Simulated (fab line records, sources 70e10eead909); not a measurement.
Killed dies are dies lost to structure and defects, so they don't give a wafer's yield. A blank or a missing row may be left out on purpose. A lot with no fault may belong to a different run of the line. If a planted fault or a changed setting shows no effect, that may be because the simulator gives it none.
A struck lot beside a sound one | flow nand_harc | 16 out of 1159 route steps
Sound: the wafers L367.1, L367.2, L367.3. Struck: wafer L373.3. At the end, the cause is stated.
At each step with rows: each side's tool, then ch and its chambers, then its first start. Under that, the readings that differ: sound wafers | struck wafers | difference of the means | sigmas: that difference in standard deviations of wafers without a fault.
alike: readings whose means differ by less than 2 such deviations, and words and numbers that are the same on both sides. not compared: withheld readings, readings that some wafer has no value for, bounds like >300 that may hide the same value, and numbers for which the record gives no deviation and whose values overlap.
Wherever a step has rows on one side only, a row that says differs or no value, or a row with sigmas, the two part there. Numbers that have no deviation but don't overlap get no sigmas and don't part them. A reading missing from all wafers of one side parts the sides only when that side holds two or more wafers.

NHARC_A_CHANNEL_FILL_D1_STRIP_28: strips in O2, time 20 s.
  sound on rie_diel-10 ch 1,2,3, day 9 18:51; struck on rie_diel-10 ch 0, day 11 06:11
  reading                | sound | struck | difference | sigmas
  rf_hours_counter_h (h) | 0 0 0 | 2      | +2         |
  alike: drypump_motor_current_A, oes_product_au, rf_vpp_V, showerhead_plenum_p_Torr, throttle_valve_pct
then, 4 steps without rows for these wafers: NHARC_A_CHANNEL_FILL_D1_PRECLEAN_21 (cleans in dHF, time 30 s); NHARC_A_CHANNEL_FILL_D1_SRD_23; NHARC_A_CHANNEL_FILL_D1_CVD_05 (deposits poly-Si, target thk 5 nm); NHARC_A_CHANNEL_FILL_D1_ANNEAL_22 (time 7200 s).
NHARC_A_CHANNEL_FILL_D1_ALD_25: deposits SiOx, target thk 60 nm, pulse time 10 s, ald cycles 600.
  sound on ald_hk-02 ch 1,2,3, day 10 07:17; struck on ald_hk-02 ch 0, day 11 17:43
  alike: heater_power_w, precursor_pulse_height_rel
NHARC_A_CHANNEL_FILL_D1_ETCHBACK_08: etches the open film in C4F8, target depth 220 nm, time 110 s.
  sound: rie_diel-13 ch 0,1,3; struck: rie_diel-13 ch 3
  reading                | sound       | struck | difference | sigmas
  rf_hours_counter_h (h) | 4.2 4.2 4.2 | 5.5    | +1.3       |
  alike: oes_product_au, rf_vpp_V
NHARC_A_CHANNEL_FILL_D1_STRIP_29: strips in O2, time 20 s.
  sound: rie_diel-13 ch 0,1,2; struck: rie_diel-13 ch 3
  reading                | sound       | struck | difference | sigmas
  rf_hours_counter_h (h) | 4.2 4.2 4.3 | 5.5    | +1.3       |
  alike: drypump_motor_current_A, oes_product_au, rf_vpp_V, showerhead_plenum_p_Torr, throttle_valve_pct
then, 3 steps without rows for these wafers: NHARC_A_CHANNEL_FILL_D1_PRECLEAN_30 (cleans in dHF, time 30 s); NHARC_A_CHANNEL_FILL_D1_SRD_31; NHARC_A_CHANNEL_FILL_D1_CVD_09 (deposits poly-Si, target thk 150 nm, time 3000 s).
NHARC_A_CHANNEL_FILL_D1_CMP_10: polishes, target thk 150 nm.
  sound on cmp-04 ch 0,1,3, day 10 18:06; struck on cmp-04 ch 1, day 12 05:07
  alike: motor_current_A, time_to_endpoint_s
following that, these wafers have no rows for 1 step: NHARC_A_CHANNEL_FILL_D1_SRD_12.
NHARC_A_CHANNEL_FILL_D1_RTA_24: time 5 s.
  sound on rtp_anneal-02 ch 0, day 10 18:41; struck on rtp_anneal-02 ch 0, day 12 05:31
  alike: lamp_power_pct, lamp_zone_2_pct, wafer_temp_C_max
NHARC_A_CHANNEL_FILL_D1_INSPECT_13:
  sound on defect_inspect-02, day 10 18:53; struck on defect_inspect-01, day 12 05:50
  reading          | sound       | struck | difference | sigmas
  raw_defect_count | 386 264 385 | 1200   | +855       | +5
  not compared: hold
-- record jumps: 10 days between struck wafers' starts before vs after; left off in module A_CHANNEL_FILL_D1, resumes in module END, first step shown is number 1159 of the route --
NHARC_END_SORT_01:
  here the record holds rows for the struck wafers (prober-02 ch 0, day 22 09:46) but none for the sound ones

== WHERE THEY PART ==
At NHARC_A_CHANNEL_FILL_D1_INSPECT_13 first; at NHARC_END_SORT_01 last (within this record only).

WHY: whatever the simulator had introduced
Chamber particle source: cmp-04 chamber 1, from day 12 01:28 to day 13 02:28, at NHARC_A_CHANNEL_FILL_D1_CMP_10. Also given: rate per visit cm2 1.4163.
